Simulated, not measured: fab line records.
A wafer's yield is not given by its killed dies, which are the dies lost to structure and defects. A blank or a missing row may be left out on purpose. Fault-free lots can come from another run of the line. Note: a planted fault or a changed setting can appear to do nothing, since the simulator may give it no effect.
What tool caused it? | flow n5_finfet | 72 wafers from 24 lots sampled at 6 of the route's 1938 steps

== WHAT THE GAUGES READ, wafer by wafer ==
The record holds no reading of a measuring or inspecting step that can be judged against a usual standard deviation.

== EACH LOT AND THE TOOL THAT RAN IT (in order: tool; ch and the chambers of the sampled wafers; start) ==
lot  | N5_BEOL_M0_ANNEAL_135        | N5_BEOL_M0_CO_CAP_123            | N5_BEOL_M1_ETCH_74                 | N5_BEOL_M1_PRE_CLEAN_45      | N5_BEOL_M1_SPUTTER_79        | N5_BEOL_M1_ANNEAL_91
L075 | pvd_sputter-03, day 6 04:25  | cvd_co-02 ch 0,1, day 6 05:21    | rie_diel-06 ch 0,3, day 6 08:50    | pvd_sputter-01, day 7 07:37  | pvd_sputter-01, day 7 09:16  | pvd_sputter-01, day 7 10:13
L074 | pvd_sputter-01, day 6 04:28  | cvd_co-01 ch 0,1,2, day 6 05:23  | rie_diel-01 ch 0,2,3, day 6 08:59  | pvd_sputter-03, day 7 08:02  | pvd_sputter-03, day 7 10:44  | pvd_sputter-03, day 7 11:42
L077 | pvd_sputter-02, day 6 20:48  | cvd_co-01 ch 0,1, day 6 22:57    | rie_diel-03 ch 0,1,2, day 7 00:23  | pvd_sputter-01, day 7 11:50  | pvd_sputter-01, day 7 13:01  | pvd_sputter-01, day 7 13:59
L078 | pvd_sputter-01, day 7 02:26  | cvd_co-01 ch 0,1, day 7 03:31    | rie_diel-01 ch 1,2, day 7 05:02    | pvd_sputter-02, day 7 12:25  | pvd_sputter-03, day 7 13:32  | pvd_sputter-03, day 7 14:30
L079 | pvd_sputter-01, day 7 05:05  | cvd_co-01 ch 0,1,2, day 7 05:59  | rie_diel-01 ch 1,2, day 7 07:48    | pvd_sputter-03, day 8 00:34  | pvd_sputter-03, day 8 01:39  | pvd_sputter-03, day 8 02:37
L076 | pvd_sputter-03, day 7 06:50  | cvd_co-01 ch 0,1, day 7 07:47    | rie_diel-03 ch 0,1,3, day 7 08:49  | pvd_sputter-02, day 8 04:16  | pvd_sputter-02, day 8 05:14  | pvd_sputter-02, day 8 06:11
L080 | pvd_sputter-01, day 7 15:07  | cvd_co-02 ch 0,2, day 7 16:01    | rie_diel-03 ch 0,1,2, day 7 18:28  | pvd_sputter-01, day 8 08:14  | pvd_sputter-03, day 8 09:23  | pvd_sputter-03, day 8 10:21
L081 | pvd_sputter-01, day 7 21:23  | cvd_co-02 ch 0,1, day 7 22:20    | rie_diel-03 ch 0,3, day 8 01:03    | pvd_sputter-02, day 8 08:40  | pvd_sputter-03, day 8 11:14  | pvd_sputter-03, day 8 12:11
L082 | pvd_sputter-03, day 8 03:38  | cvd_co-02 ch 0,2, day 8 05:16    | rie_diel-01 ch 0,2,3, day 8 08:02  | pvd_sputter-02, day 8 16:41  | pvd_sputter-02, day 8 17:41  | pvd_sputter-02, day 8 18:39
L083 | pvd_sputter-02, day 8 04:51  | cvd_co-02 ch 0,1,2, day 8 05:57  | rie_diel-01 ch 1,2,3, day 8 08:16  | pvd_sputter-03, day 8 16:42  | pvd_sputter-01, day 8 19:06  | pvd_sputter-01, day 8 20:04
L084 | pvd_sputter-01, day 8 09:17  | cvd_co-02 ch 0,1,2, day 8 10:28  | rie_diel-03 ch 0,1,3, day 8 12:41  | pvd_sputter-02, day 8 20:57  | pvd_sputter-01, day 8 23:32  | pvd_sputter-01, day 9 00:30
L085 | pvd_sputter-02, day 8 19:52  | cvd_co-01 ch 0,1,2, day 8 20:49  | rie_diel-03 ch 0,2,3, day 9 00:32  | pvd_sputter-03, day 9 04:38  | pvd_sputter-01, day 9 05:30  | pvd_sputter-01, day 9 06:28
L086 | pvd_sputter-03, day 9 04:23  | cvd_co-02 ch 0,2, day 9 05:18    | rie_diel-01 ch 1,2, day 9 07:22    | pvd_sputter-02, day 9 10:26  | pvd_sputter-03, day 9 11:14  | pvd_sputter-03, day 9 12:11
L087 | pvd_sputter-02, day 9 10:11  | cvd_co-01 ch 0,1,2, day 9 11:22  | rie_diel-06 ch 1,2, day 9 13:55    | pvd_sputter-02, day 9 17:56  | pvd_sputter-02, day 9 22:25  | pvd_sputter-02, day 9 23:23
L088 | pvd_sputter-03, day 9 13:52  | cvd_co-01 ch 1,2, day 9 14:46    | rie_diel-06 ch 0,1,3, day 9 16:07  | pvd_sputter-03, day 9 22:34  | pvd_sputter-01, day 9 23:27  | pvd_sputter-01, day 10 00:25
L089 | pvd_sputter-02, day 9 16:46  | cvd_co-02 ch 0,1,2, day 9 17:40  | rie_diel-01 ch 1,2, day 9 22:32    | pvd_sputter-03, day 10 07:08 | pvd_sputter-02, day 10 08:34 | pvd_sputter-02, day 10 09:32
L090 | pvd_sputter-03, day 10 01:29 | cvd_co-01 ch 1,2, day 10 02:25   | rie_diel-06 ch 1,3, day 10 04:02   | pvd_sputter-03, day 10 12:33 | pvd_sputter-03, day 10 13:17 | pvd_sputter-03, day 10 14:14
L091 | pvd_sputter-01, day 10 12:11 | cvd_co-01 ch 0,1, day 10 13:49   | rie_diel-03 ch 0,1,3, day 10 16:31 | pvd_sputter-03, day 10 20:30 | pvd_sputter-03, day 10 21:24 | pvd_sputter-03, day 10 22:22
L092 | pvd_sputter-03, day 10 12:23 | cvd_co-02 ch 0,1,2, day 10 14:05 | rie_diel-03 ch 0,3, day 10 16:47   | pvd_sputter-01, day 11 03:43 | pvd_sputter-01, day 11 04:34 | pvd_sputter-01, day 11 05:32
L093 | pvd_sputter-03, day 10 16:28 | cvd_co-02 ch 0,1,2, day 10 17:23 | rie_diel-01 ch 2,3, day 10 20:32   | pvd_sputter-01, day 10 23:29 | pvd_sputter-01, day 11 01:46 | pvd_sputter-01, day 11 02:44
L094 | pvd_sputter-02, day 11 02:12 | cvd_co-02 ch 0,2, day 11 03:06   | rie_diel-06 ch 2,3, day 11 04:27   | pvd_sputter-03, day 11 08:52 | pvd_sputter-01, day 11 09:53 | pvd_sputter-01, day 11 10:51
L095 | pvd_sputter-02, day 11 08:02 | cvd_co-01 ch 1,2, day 11 09:10   | rie_diel-01 ch 1,2, day 11 12:03   | pvd_sputter-02, day 11 17:38 | pvd_sputter-02, day 11 18:40 | pvd_sputter-02, day 11 19:38
L096 | pvd_sputter-01, day 11 08:28 | cvd_co-02 ch 0,2, day 11 10:09   | rie_diel-01 ch 0,3, day 11 12:47   | pvd_sputter-01, day 11 17:30 | pvd_sputter-01, day 11 18:38 | pvd_sputter-01, day 11 19:36
L097 | pvd_sputter-02, day 11 17:08 | cvd_co-01 ch 0,1,2, day 11 18:32 | rie_diel-03 ch 0,1, day 11 20:58   | pvd_sputter-02, day 12 02:16 | pvd_sputter-02, day 12 03:13 | pvd_sputter-02, day 12 04:11
- N5_BEOL_M0_ANNEAL_135: time 60 s.
- N5_BEOL_M0_CO_CAP_123: material Co, precursor CCTBA/H2, target thk 2 nm, time 102.1 s.
- N5_BEOL_M1_ETCH_74: etches underlayer in N2/H2, target depth 6.5 nm, time 5.2 s.
- N5_BEOL_M1_PRE_CLEAN_45: time 30 s.
- N5_BEOL_M1_SPUTTER_79: material Cu, target thk 4.5 nm, time 8.29 s.
- N5_BEOL_M1_ANNEAL_91: time 240 s.

== AS READ BY THE TOOLS THEMSELVES (means over the sampled wafers that have a number; for cases with no such wafer, the mark the record gives instead) ==
N5_BEOL_M0_ANNEAL_135. Usual: heater_power_w 850 W, standard deviation 86; susceptor_temp_C_max 400.9, standard deviation 0.35.
lot  | tool           | heater_power_w (W) | susceptor_temp_C_max | flag
L075 | pvd_sputter-03 | 759                | 401.2                |
L074 | pvd_sputter-01 | 850                | 400.9                |
L077 | pvd_sputter-02 | 898                | 400.8                |
L078 | pvd_sputter-01 | 804                | 400.9                |
L079 | pvd_sputter-01 | 815                | 400.9                |
L076 | pvd_sputter-03 | 843                | 401.4                |
L080 | pvd_sputter-01 | 776                | 400.8                |
L081 | pvd_sputter-01 | 768                | 400.7                |
L082 | pvd_sputter-03 | 888                | 400.9                |
L083 | pvd_sputter-02 | 891                | 401.0                |
L084 | pvd_sputter-01 | 855                | 401.1                |
L085 | pvd_sputter-02 | 856                | 401.2                |
L086 | pvd_sputter-03 | 769                | 401.0                |
L087 | pvd_sputter-02 | 886                | 400.8                |
L088 | pvd_sputter-03 | 880                | 401.2                |
L089 | pvd_sputter-02 | 887                | 401.0                |
L090 | pvd_sputter-03 | 792                | 400.6                |
L091 | pvd_sputter-01 | 798                | 401.0                |
L092 | pvd_sputter-03 | 883                | 401.1                |
L093 | pvd_sputter-03 | 744                | 400.9                |
L094 | pvd_sputter-02 | 925                | 400.9                |
L095 | pvd_sputter-02 | 899                | 400.7                |
L096 | pvd_sputter-01 | 821                | 400.6                |
L097 | pvd_sputter-02 | 850                | 400.5                |

N5_BEOL_M0_CO_CAP_123. Usual: heater_power_w reads 243 W (standard deviation 22).
lot  | tool      | heater_power_w (W) | flag
L075 | cvd_co-02 | 234                |
L074 | cvd_co-01 | 255                |
L077 | cvd_co-01 | 249                |
L078 | cvd_co-01 | 265                |
L079 | cvd_co-01 | 260                |
L076 | cvd_co-01 | 261                |
L080 | cvd_co-02 | 235                |
L081 | cvd_co-02 | 223                |
L082 | cvd_co-02 | 233                |
L083 | cvd_co-02 | 225                |
L084 | cvd_co-02 | 225                |
L085 | cvd_co-01 | 259                |
L086 | cvd_co-02 | 231                |
L087 | cvd_co-01 | 261                |
L088 | cvd_co-01 | 273                |
L089 | cvd_co-02 | 226                |
L090 | cvd_co-01 | 271                |
L091 | cvd_co-01 | 258                |
L092 | cvd_co-02 | 223                |
L093 | cvd_co-02 | 227                |
L094 | cvd_co-02 | 235                |
L095 | cvd_co-01 | 273                |
L096 | cvd_co-02 | 234                |
L097 | cvd_co-01 | 261                |

N5_BEOL_M1_ETCH_74. Usual: drypump_motor_current_A 5.6 A, standard deviation 0.53; etch_rf_on_time_s 5.20 s, standard deviation 0.12; oes_product_au 0.68 a.u., standard deviation 0.062; rf_vpp_V 523.9 V, standard deviation 2.5; showerhead_plenum_p_Torr 2.54 Torr, standard deviation 0.083; throttle_valve_pct 17.84 %, standard deviation 0.23.
lot  | tool        | drypump_motor_current_A (A) | etch_rf_on_time_s (s) | oes_product_au (a.u.) | rf_vpp_V (V) | showerhead_plenum_p_Torr (Torr) | throttle_valve_pct (%) | flag
L075 | rie_diel-06 | 6.2                         | 5.32                  | 0.70                  | 525.3        | 2.56                            | 17.56                  |
L074 | rie_diel-01 | 6.0                         | 5.28                  | 0.68                  | 524.9        | 2.56                            | 17.70                  |
L077 | rie_diel-03 | 5.2                         | 5.03                  | 0.75                  | 524.7        | 2.56                            | 17.87                  |
L078 | rie_diel-01 | 5.9                         | 5.25                  | 0.66                  | 525.6        | 2.59                            | 17.85                  |
L079 | rie_diel-01 | 5.9                         | 5.26                  | 0.65                  | 526.8        | 2.59                            | 17.85                  |
L076 | rie_diel-03 | 5.1                         | 5.14                  | 0.73                  | 524.3        | 2.51                            | 17.93                  |
L080 | rie_diel-03 | 5.2                         | 5.13                  | 0.74                  | 524.1        | 2.55                            | 17.88                  |
L081 | rie_diel-03 | 5.2                         | 5.22                  | 0.75                  | 522.9        | 2.56                            | 17.80                  |
L082 | rie_diel-01 | 6.1                         | 5.33                  | 0.67                  | 525.5        | 2.56                            | 17.71                  |
L083 | rie_diel-01 | 5.9                         | 5.21                  | 0.68                  | 523.9        | 2.52                            | 17.73                  |
L084 | rie_diel-03 | 5.1                         | 5.15                  | 0.72                  | 523.4        | 2.51                            | 17.94                  |
L085 | rie_diel-03 | 5.1                         | 5.20                  | 0.70                  | 523.4        | 2.54                            | 17.87                  |
L086 | rie_diel-01 | 5.8                         | 5.19                  | 0.65                  | 524.9        | 2.58                            | 17.88                  |
L087 | rie_diel-06 | 5.7                         | 5.16                  | 0.69                  | 524.7        | 2.63                            | 17.90                  |
L088 | rie_diel-06 | 5.9                         | 5.26                  | 0.73                  | 524.4        | 2.58                            | 17.69                  |
L089 | rie_diel-01 | 5.9                         | 5.31                  | 0.63                  | 524.8        | 2.58                            | 17.88                  |
L090 | rie_diel-06 | 5.5                         | 5.10                  | 0.74                  | 524.3        | 2.58                            | 17.91                  |
L091 | rie_diel-03 | 5.1                         | 5.13                  | 0.70                  | 522.5        | 2.50                            | 17.97                  |
L092 | rie_diel-03 | 4.9                         | 5.20                  | 0.68                  | 522.8        | 2.49                            | 17.93                  |
L093 | rie_diel-01 | 6.0                         | 5.30                  | 0.68                  | 525.5        | 2.59                            | 17.66                  |
L094 | rie_diel-06 | 5.9                         | 5.31                  | 0.62                  | 525.9        | 2.60                            | 17.83                  |
L095 | rie_diel-01 | 5.9                         | 5.30                  | 0.64                  | 524.5        | 2.58                            | 17.89                  |
L096 | rie_diel-01 | 6.2                         | 5.21                  | 0.68                  | 522.6        | 2.48                            | 17.63                  |
L097 | rie_diel-03 | 5.2                         | 5.17                  | 0.70                  | 522.7        | 2.50                            | 17.99                  |

N5_BEOL_M1_PRE_CLEAN_45. Usual: heater_power_w reads 341 W (standard deviation 37).
lot  | tool           | heater_power_w (W) | flag
L075 | pvd_sputter-01 | 320                |
L074 | pvd_sputter-03 | 317                |
L077 | pvd_sputter-01 | 351                |
L078 | pvd_sputter-02 | 371                |
L079 | pvd_sputter-03 | 318                |
L076 | pvd_sputter-02 | 374                |
L080 | pvd_sputter-01 | 316                |
L081 | pvd_sputter-02 | 338                |
L082 | pvd_sputter-02 | 391                |
L083 | pvd_sputter-03 | 322                |
L084 | pvd_sputter-02 | 338                |
L085 | pvd_sputter-03 | 324                |
L086 | pvd_sputter-02 | 386                |
L087 | pvd_sputter-02 | 327                |
L088 | pvd_sputter-03 | 323                |
L089 | pvd_sputter-03 | 342                |
L090 | pvd_sputter-03 | 346                |
L091 | pvd_sputter-03 | 349                |
L092 | pvd_sputter-01 | 332                |
L093 | pvd_sputter-01 | 324                |
L094 | pvd_sputter-03 | 372                |
L095 | pvd_sputter-02 | 356                |
L096 | pvd_sputter-01 | 320                |
L097 | pvd_sputter-02 | 339                |

N5_BEOL_M1_SPUTTER_79. Usual: throttle_valve_pct reads 30.2 % (standard deviation 0.99).
lot  | tool           | throttle_valve_pct (%) | flag
L075 | pvd_sputter-01 | 29.7                   |
L074 | pvd_sputter-03 | 30.0                   |
L077 | pvd_sputter-01 | 28.9                   |
L078 | pvd_sputter-03 | 31.2                   |
L079 | pvd_sputter-03 | 31.1                   |
L076 | pvd_sputter-02 | 30.7                   |
L080 | pvd_sputter-03 | 30.4                   |
L081 | pvd_sputter-03 | 30.5                   |
L082 | pvd_sputter-02 | 30.6                   |
L083 | pvd_sputter-01 | 29.6                   |
L084 | pvd_sputter-01 | 30.3                   |
L085 | pvd_sputter-01 | 29.4                   |
L086 | pvd_sputter-03 | 30.8                   |
L087 | pvd_sputter-02 | 31.1                   |
L088 | pvd_sputter-01 | 30.3                   |
L089 | pvd_sputter-02 | 30.4                   |
L090 | pvd_sputter-03 | 31.4                   |
L091 | pvd_sputter-03 | 31.1                   |
L092 | pvd_sputter-01 | 29.6                   |
L093 | pvd_sputter-01 | 29.6                   |
L094 | pvd_sputter-01 | 30.5                   |
L095 | pvd_sputter-02 | 30.3                   |
L096 | pvd_sputter-01 | 29.6                   |
L097 | pvd_sputter-02 | 30.2                   |

N5_BEOL_M1_ANNEAL_91. Usual: heater_power_w 848 W, standard deviation 85; susceptor_temp_C_max 400.9, standard deviation 0.33.
lot  | tool           | heater_power_w (W) | susceptor_temp_C_max | flag
L075 | pvd_sputter-01 | 816                | 400.8                |
L074 | pvd_sputter-03 | 928                | 401.0                |
L077 | pvd_sputter-01 | 855                | 400.7                |
L078 | pvd_sputter-03 | 840                | 401.1                |
L079 | pvd_sputter-03 | 838                | 401.1                |
L076 | pvd_sputter-02 | 906                | 400.9                |
L080 | pvd_sputter-03 | 881                | 401.1                |
L081 | pvd_sputter-03 | 875                | 401.0                |
L082 | pvd_sputter-02 | 909                | 400.9                |
L083 | pvd_sputter-01 | 852                | 400.9                |
L084 | pvd_sputter-01 | 806                | 401.0                |
L085 | pvd_sputter-01 | 840                | 401.2                |
L086 | pvd_sputter-03 | 823                | 400.9                |
L087 | pvd_sputter-02 | 879                | 400.9                |
L088 | pvd_sputter-01 | 810                | 401.0                |
L089 | pvd_sputter-02 | 854                | 400.8                |
L090 | pvd_sputter-03 | 736                | 400.9                |
L091 | pvd_sputter-03 | 827                | 400.9                |
L092 | pvd_sputter-01 | 853                | 401.1                |
L093 | pvd_sputter-01 | 812                | 400.8                |
L094 | pvd_sputter-01 | 824                | 400.8                |
L095 | pvd_sputter-02 | 839                | 401.0                |
L096 | pvd_sputter-01 | 825                | 400.8                |
L097 | pvd_sputter-02 | 927                | 401.0                |

== THE ANSWER, worked out from the rows above alone ==
Rule: a lot is off if the mean of its wafers that have a number lies more than 3 standard deviations from the usual mean. A lot without any number at a reading at which 4 lots or more have one is off too. Any other lot the step has rows for is counted as sound. The gauges are gone through in route order, then the tools' own readings, and for those a lot's mean is taken as printed above. The first step at which some lot is off is used, and at that step the reading that is off furthest; a lot without a number counts as furthest.
No lot is off on any of the readings shown, so nothing can be concluded from this.

== WHAT THE SIMULATOR HAD INSERTED ==
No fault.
